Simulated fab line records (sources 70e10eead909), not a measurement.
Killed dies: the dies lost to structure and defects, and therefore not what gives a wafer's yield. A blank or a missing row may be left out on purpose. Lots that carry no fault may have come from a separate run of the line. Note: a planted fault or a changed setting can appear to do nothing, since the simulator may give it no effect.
Which tool is to blame? / flow nand_harc / 13 lots, 39 wafers sampled, at 5 steps of a route of 1159

== WHAT THE GAUGES SHOWED, per wafer ==
NHARC_END_SORT_01.
lot=L998; measured=day 20 06:16; on=prober-01; killed_at_array=29 15 14; killed_at_other=1 2 0; killed_at_periphery=2 8 2; killed_dies=32 25 16; killed_open=7 3 0; killed_short=3 2 1
lot=L100; measured=day 21 14:20; on=prober-02; killed_at_array=35 25 32; killed_at_other=0 1 0; killed_at_periphery=4 7 6; killed_dies=39 33 38; killed_open=1 3 3; killed_short=2 2 4
lot=L106; measured=day 22 13:46; on=prober-01; killed_at_array=29 29 34; killed_at_other=0 0 1; killed_at_periphery=3 2 2; killed_dies=32 31 37; killed_open=2 5 7; killed_short=3 1 3
lot=L109; measured=day 22 22:17; on=prober-02; killed_at_array=41 48 36; killed_at_other=2 1 2; killed_at_periphery=3 6 4; killed_dies=46 55 42; killed_open=3 2 1; killed_short=1 4 3
lot=L108; measured=day 23 07:19; on=prober-02; killed_at_array=28 32 48; killed_at_other=2 0 0; killed_at_periphery=5 3 1; killed_dies=35 35 49; killed_open=2 2 5; killed_short=0 0 5
lot=L110; measured=day 24 00:59; on=prober-01; killed_at_array=16 14 10; killed_at_other=0 0 2; killed_at_periphery=4 0 8; killed_dies=20 14 20; killed_open=5 2 4; killed_short=1 2 1
lot=L114; measured=day 25 06:00; on=prober-02; killed_at_array=38 26 40; killed_at_other=1 0 0; killed_at_periphery=5 1 1; killed_dies=44 27 41; killed_open=2 5 3; killed_short=3 1 1

== WHAT TOOL EACH LOT RAN ON (gives the tool, then ch and the chambers of the sampled wafers, and finally the start) ==
lot=L994; NHARC_A_STAIRCASE_ETCH_225=rie_diel-05 ch 0,1, day 11 15:49 or earlier; NHARC_A_STAIRCASE_ETCH_232=rie_diel-05 ch 2,3, day 11 15:49 or earlier; NHARC_A_STAIRCASE_STRIP_238=plasma_asher-01 ch 0,1, day 11 15:49; NHARC_A_STAIRCASE_HM_DEP_456=acl_dep-01 ch 0, day 11 19:22
lot=L997; NHARC_A_STAIRCASE_ETCH_225=rie_diel-05 ch 0,3, day 12 00:01 or earlier; NHARC_A_STAIRCASE_ETCH_232=rie_diel-05 ch 0,1, day 12 00:01 or earlier; NHARC_A_STAIRCASE_STRIP_238=plasma_asher-01 ch 0,1, day 12 00:01; NHARC_A_STAIRCASE_HM_DEP_456=acl_dep-01 ch 0, day 12 03:23
lot=L998; NHARC_A_STAIRCASE_ETCH_225=rie_diel-05 ch 1,3, day 12 07:08 or earlier; NHARC_A_STAIRCASE_ETCH_232=rie_diel-13 ch 0,1,2, day 12 07:08 or earlier; NHARC_A_STAIRCASE_STRIP_238=plasma_asher-01 ch 0,1, day 12 07:08; NHARC_A_STAIRCASE_HM_DEP_456=acl_dep-03 ch 0, day 12 10:58
lot=L100; NHARC_A_STAIRCASE_ETCH_225=rie_diel-05 ch 0,2,3, day 13 05:52 or earlier; NHARC_A_STAIRCASE_ETCH_232=rie_diel-13 ch 1,2,3, day 13 05:52 or earlier; NHARC_A_STAIRCASE_STRIP_238=plasma_asher-02 ch 0,1, day 13 05:52; NHARC_A_STAIRCASE_HM_DEP_456=acl_dep-02 ch 0, day 13 13:43
lot=L102; NHARC_A_STAIRCASE_ETCH_225=rie_diel-13 ch 0,1, day 13 08:41 or earlier; NHARC_A_STAIRCASE_ETCH_232=rie_diel-13 ch 0,1,3, day 13 08:41 or earlier; NHARC_A_STAIRCASE_STRIP_238=plasma_asher-02 ch 1, day 13 08:41; NHARC_A_STAIRCASE_HM_DEP_456=acl_dep-02 ch 0, day 13 19:41
lot=L104; NHARC_A_STAIRCASE_ETCH_225=rie_diel-13 ch 0,2,3, day 13 20:42 or earlier; NHARC_A_STAIRCASE_ETCH_232=rie_diel-13 ch 0,1,3, day 13 20:42 or earlier; NHARC_A_STAIRCASE_STRIP_238=plasma_asher-02 ch 0,1, day 13 20:42; NHARC_A_STAIRCASE_HM_DEP_456=acl_dep-03 ch 0, day 14 02:35
lot=L106; NHARC_A_STAIRCASE_ETCH_225=rie_diel-08 ch 0,1,3, day 14 13:10 or earlier; NHARC_A_STAIRCASE_ETCH_232=rie_diel-08 ch 2,3, day 14 13:10 or earlier; NHARC_A_STAIRCASE_STRIP_238=plasma_asher-02 ch 0,1, day 14 13:10; NHARC_A_STAIRCASE_HM_DEP_456=acl_dep-02 ch 0, day 14 17:02
lot=L109; NHARC_A_STAIRCASE_ETCH_225=rie_diel-05 ch 0,3, day 14 21:22 or earlier; NHARC_A_STAIRCASE_ETCH_232=rie_diel-05 ch 0,3, day 14 21:22 or earlier; NHARC_A_STAIRCASE_STRIP_238=plasma_asher-02 ch 0,1, day 14 21:22; NHARC_A_STAIRCASE_HM_DEP_456=acl_dep-02 ch 0, day 15 00:12
lot=L108; NHARC_A_STAIRCASE_ETCH_225=rie_diel-13 ch 0,1, day 15 10:50 or earlier; NHARC_A_STAIRCASE_ETCH_232=rie_diel-13 ch 0,2,3, day 15 10:50 or earlier; NHARC_A_STAIRCASE_STRIP_238=plasma_asher-02 ch 0,1, day 15 10:50; NHARC_A_STAIRCASE_HM_DEP_456=acl_dep-03 ch 0, day 15 13:14
lot=L110; NHARC_A_STAIRCASE_ETCH_225=rie_diel-08 ch 0,1,3, day 15 11:10 or earlier; NHARC_A_STAIRCASE_ETCH_232=rie_diel-13 ch 1,2,3, day 15 11:10 or earlier; NHARC_A_STAIRCASE_STRIP_238=plasma_asher-02 ch 0, day 15 11:10; NHARC_A_STAIRCASE_HM_DEP_456=acl_dep-01 ch 0, day 15 15:52
lot=L112; NHARC_A_STAIRCASE_ETCH_225=rie_diel-08 ch 0,2,3, day 16 03:33 or earlier; NHARC_A_STAIRCASE_ETCH_232=rie_diel-13 ch 1,3, day 16 03:33 or earlier; NHARC_A_STAIRCASE_STRIP_238=plasma_asher-01 ch 0,1, day 16 03:33; NHARC_A_STAIRCASE_HM_DEP_456=acl_dep-02 ch 0, day 16 07:30
lot=L114; NHARC_A_STAIRCASE_ETCH_225=rie_diel-13 ch 1,3, day 16 19:50 or earlier; NHARC_A_STAIRCASE_ETCH_232=rie_diel-13 ch 1,3, day 16 19:50 or earlier; NHARC_A_STAIRCASE_STRIP_238=plasma_asher-02 ch 0,1, day 16 19:50; NHARC_A_STAIRCASE_HM_DEP_456=acl_dep-01 ch 0, day 17 00:02
lot=L115; NHARC_A_STAIRCASE_ETCH_225=rie_diel-13 ch 1,2,3, day 17 01:10 or earlier; NHARC_A_STAIRCASE_ETCH_232=rie_diel-05 ch 1,2,3, day 17 01:10 or earlier; NHARC_A_STAIRCASE_STRIP_238=plasma_asher-01 ch 0,1, day 17 01:10; NHARC_A_STAIRCASE_HM_DEP_456=acl_dep-02 ch 0, day 17 05:44
- NHARC_A_STAIRCASE_ETCH_225: etches the open film in C4F8/O2, target depth 100 nm, time 40.5 s.
- NHARC_A_STAIRCASE_ETCH_232: etches the open film in C4F8/O2, target depth 100 nm, time 40.5 s.
- NHARC_A_STAIRCASE_STRIP_238: strips in O2.
- NHARC_A_STAIRCASE_HM_DEP_456: deposits aC, target thk 1500 nm.

== WHAT THE TOOLS THEMSELVES READ (means of the sampled wafers that have a number; where no wafer has one, the mark that the record gives instead) ==
NHARC_A_STAIRCASE_ETCH_225.
lot=L994; tool=rie_diel-05; chamber_pressure_mTorr (mTorr)=25.001; oes_product_au (a.u.)=0.934; rf_fwd_power_W (W)=593.9; rf_vpp_V (V)=899
lot=L997; tool=rie_diel-05; chamber_pressure_mTorr (mTorr)=24.983; oes_product_au (a.u.)=0.933; rf_fwd_power_W (W)=592.9; rf_vpp_V (V)=893
lot=L998; tool=rie_diel-05; chamber_pressure_mTorr (mTorr)=25.008; oes_product_au (a.u.)=0.948; rf_fwd_power_W (W)=590.7; rf_vpp_V (V)=896
lot=L100; tool=rie_diel-05; chamber_pressure_mTorr (mTorr)=25.003; oes_product_au (a.u.)=0.927; rf_fwd_power_W (W)=591.6; rf_vpp_V (V)=891
lot=L102; tool=rie_diel-13; chamber_pressure_mTorr (mTorr)=24.997; oes_product_au (a.u.)=0.934; rf_fwd_power_W (W)=589.8; rf_vpp_V (V)=892
lot=L104; tool=rie_diel-13; chamber_pressure_mTorr (mTorr)=25.011; oes_product_au (a.u.)=0.938; rf_fwd_power_W (W)=593.6; rf_vpp_V (V)=896
lot=L106; tool=rie_diel-08; chamber_pressure_mTorr (mTorr)=25.011; oes_product_au (a.u.)=0.937; rf_fwd_power_W (W)=594.7; rf_vpp_V (V)=889
lot=L109; tool=rie_diel-05; chamber_pressure_mTorr (mTorr)=25.000; oes_product_au (a.u.)=0.943; rf_fwd_power_W (W)=591.7; rf_vpp_V (V)=891
lot=L108; tool=rie_diel-13; chamber_pressure_mTorr (mTorr)=24.981; oes_product_au (a.u.)=0.960; rf_fwd_power_W (W)=594.0; rf_vpp_V (V)=891
lot=L110; tool=rie_diel-08; chamber_pressure_mTorr (mTorr)=25.008; oes_product_au (a.u.)=0.963; rf_fwd_power_W (W)=593.9; rf_vpp_V (V)=889
lot=L112; tool=rie_diel-08; chamber_pressure_mTorr (mTorr)=24.995; oes_product_au (a.u.)=0.931; rf_fwd_power_W (W)=593.0; rf_vpp_V (V)=889
lot=L114; tool=rie_diel-13; chamber_pressure_mTorr (mTorr)=25.007; oes_product_au (a.u.)=0.937; rf_fwd_power_W (W)=589.9; rf_vpp_V (V)=895
lot=L115; tool=rie_diel-13; chamber_pressure_mTorr (mTorr)=25.010; oes_product_au (a.u.)=0.938; rf_fwd_power_W (W)=592.1; rf_vpp_V (V)=896

NHARC_A_STAIRCASE_ETCH_232.
lot=L994; tool=rie_diel-05; chamber_pressure_mTorr (mTorr)=24.986; oes_product_au (a.u.)=0.944; rf_fwd_power_W (W)=594.3; rf_vpp_V (V)=892
lot=L997; tool=rie_diel-05; chamber_pressure_mTorr (mTorr)=25.002; oes_product_au (a.u.)=0.933; rf_fwd_power_W (W)=595.3; rf_vpp_V (V)=899
lot=L998; tool=rie_diel-13; chamber_pressure_mTorr (mTorr)=24.986; oes_product_au (a.u.)=0.945; rf_fwd_power_W (W)=592.4; rf_vpp_V (V)=892
lot=L100; tool=rie_diel-13; chamber_pressure_mTorr (mTorr)=24.999; oes_product_au (a.u.)=0.923; rf_fwd_power_W (W)=593.5; rf_vpp_V (V)=897
lot=L102; tool=rie_diel-13; chamber_pressure_mTorr (mTorr)=25.016; oes_product_au (a.u.)=0.947; rf_fwd_power_W (W)=591.8; rf_vpp_V (V)=896
lot=L104; tool=rie_diel-13; chamber_pressure_mTorr (mTorr)=24.977; oes_product_au (a.u.)=0.945; rf_fwd_power_W (W)=592.4; rf_vpp_V (V)=895
lot=L106; tool=rie_diel-08; chamber_pressure_mTorr (mTorr)=24.995; oes_product_au (a.u.)=0.936; rf_fwd_power_W (W)=593.4; rf_vpp_V (V)=888
lot=L109; tool=rie_diel-05; chamber_pressure_mTorr (mTorr)=24.999; oes_product_au (a.u.)=0.949; rf_fwd_power_W (W)=591.5; rf_vpp_V (V)=892
lot=L108; tool=rie_diel-13; chamber_pressure_mTorr (mTorr)=24.995; oes_product_au (a.u.)=0.925; rf_fwd_power_W (W)=594.4; rf_vpp_V (V)=895
lot=L110; tool=rie_diel-13; chamber_pressure_mTorr (mTorr)=24.997; oes_product_au (a.u.)=0.925; rf_fwd_power_W (W)=592.9; rf_vpp_V (V)=897
lot=L112; tool=rie_diel-13; chamber_pressure_mTorr (mTorr)=25.009; oes_product_au (a.u.)=0.931; rf_fwd_power_W (W)=594.7; rf_vpp_V (V)=900
lot=L114; tool=rie_diel-13; chamber_pressure_mTorr (mTorr)=25.015; oes_product_au (a.u.)=0.921; rf_fwd_power_W (W)=595.5; rf_vpp_V (V)=899
lot=L115; tool=rie_diel-05; chamber_pressure_mTorr (mTorr)=25.005; oes_product_au (a.u.)=0.946; rf_fwd_power_W (W)=592.8; rf_vpp_V (V)=895

NHARC_A_STAIRCASE_STRIP_238.
lot=L994; tool=plasma_asher-01; drypump_motor_current_A (A)=5.2; heater_power_w (W)=354
lot=L997; tool=plasma_asher-01; drypump_motor_current_A (A)=5.2; heater_power_w (W)=355
lot=L998; tool=plasma_asher-01; drypump_motor_current_A (A)=5.5; heater_power_w (W)=364
lot=L100; tool=plasma_asher-02; drypump_motor_current_A (A)=6.0; heater_power_w (W)=345
lot=L102; tool=plasma_asher-02; drypump_motor_current_A (A)=5.8; heater_power_w (W)=350
lot=L104; tool=plasma_asher-02; drypump_motor_current_A (A)=5.9; heater_power_w (W)=340
lot=L106; tool=plasma_asher-02; drypump_motor_current_A (A)=6.0; heater_power_w (W)=345
lot=L109; tool=plasma_asher-02; drypump_motor_current_A (A)=6.0; heater_power_w (W)=348
lot=L108; tool=plasma_asher-02; drypump_motor_current_A (A)=6.0; heater_power_w (W)=347
lot=L110; tool=plasma_asher-02; drypump_motor_current_A (A)=6.2; heater_power_w (W)=319
lot=L112; tool=plasma_asher-01; drypump_motor_current_A (A)=5.4; heater_power_w (W)=386
lot=L114; tool=plasma_asher-02; drypump_motor_current_A (A)=6.1; heater_power_w (W)=334
lot=L115; tool=plasma_asher-01; drypump_motor_current_A (A)=5.3; heater_power_w (W)=365

NHARC_A_STAIRCASE_HM_DEP_456.
lot=L994; tool=acl_dep-01; throttle_valve_pct (%)=35.000
lot=L997; tool=acl_dep-01; throttle_valve_pct (%)=35.000
lot=L998; tool=acl_dep-03; throttle_valve_pct (%)=34.997
lot=L100; tool=acl_dep-02; throttle_valve_pct (%)=35.003
lot=L102; tool=acl_dep-02; throttle_valve_pct (%)=35.002
lot=L104; tool=acl_dep-03; throttle_valve_pct (%)=35.014
lot=L106; tool=acl_dep-02; throttle_valve_pct (%)=35.001
lot=L109; tool=acl_dep-02; throttle_valve_pct (%)=34.993
lot=L108; tool=acl_dep-03; throttle_valve_pct (%)=34.989
lot=L110; tool=acl_dep-01; throttle_valve_pct (%)=35.006
lot=L112; tool=acl_dep-02; throttle_valve_pct (%)=34.998
lot=L114; tool=acl_dep-01; throttle_valve_pct (%)=35.005
lot=L115; tool=acl_dep-02; throttle_valve_pct (%)=34.997

== THE ANSWER, worked out from the rows above alone ==
Rule: what is usual is taken from the lots themselves. The widest of any qualifying gaps counts: lots, ordered by their means at a reading, are off when they make up no more than a third of the lots, leave a main group of 4 or more, and stand apart from it by 3 or more times the standard deviation of that group's means. Not used: any main group whose means are identical at the precision the tables above print for the reading. Also off: a lot with no number at a reading for which 4 or more lots have one. The other lots that the step has rows for count as sound. The gauges are gone through in route order, then the tools' own readings, and for those a lot's mean is taken as printed above. At the first step where some lot is off, the reading lying furthest off is the one used; lots without a number count as furthest.
Nothing can be told from this: no lot is off at any reading shown.

== WHAT THE SIMULATOR HAD INSERTED ==
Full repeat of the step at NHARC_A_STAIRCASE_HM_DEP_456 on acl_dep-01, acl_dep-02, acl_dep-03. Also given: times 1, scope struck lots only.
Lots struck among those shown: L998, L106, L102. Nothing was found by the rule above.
